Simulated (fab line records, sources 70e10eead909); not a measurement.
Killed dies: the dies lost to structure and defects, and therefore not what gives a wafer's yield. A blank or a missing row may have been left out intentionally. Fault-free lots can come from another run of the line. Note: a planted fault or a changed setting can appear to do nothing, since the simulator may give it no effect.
Chamber matching ; flow nand harc ; pecvd-02 running NHARC_A_STAIRCASE_DEP_259: 3 sister chambers
The step deposits SiON, target thk 30 nm. 6 wafers are shown with their chamber, then 7 later ones without.

## WAFERS, EACH WITH ITS CHAMBER
wafer;chamber;heater power w (W)
L107.2;0;648
L118.2;1;782
L118.4;2;857
L118.6;0;599
L120.1;1;782
L120.3;2;736

## WAFERS WITHOUT THEIR CHAMBER
wafer;heater power w (W)
L120.6;751
L123.1;731
L123.3;723
L123.5;761
L127.2;760
L127.3;747
L127.6;777

## WHICH CHAMBER EACH ONE RAN IN
wafer;from the rows above;in truth
L120.6;can't be placed: 1 or 2 or 0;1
L123.1;can't be placed: 1 or 2 or 0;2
L123.3;can't be placed: 1 or 2 or 0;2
L123.5;can't be placed: 1 or 2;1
L127.2;can't be placed: 1 or 2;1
L127.3;can't be placed: 1 or 2 or 0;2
L127.6;can't be placed: 1 or 2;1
Correct placement for 0 of the 7. From these rows, 7 cannot be placed; in 7 the true chamber is one of the candidates. Placed wrongly: 0.
How it was worked out, from the rows above alone: a wafer's distance from a chamber is the root of the sum, over the readings, of the square of ((its reading less the chamber's mean) divided by the reading's scatter). The wafer belongs to the nearest chamber; if the next one is less than 2 further off, it can't be placed. The mean given for a chamber averages the wafers shown for that chamber. How the scatter is found: for the shown wafers, subtract from each reading the mean of its chamber, square and add these, divide the total by (wafers less chambers), then take the root.
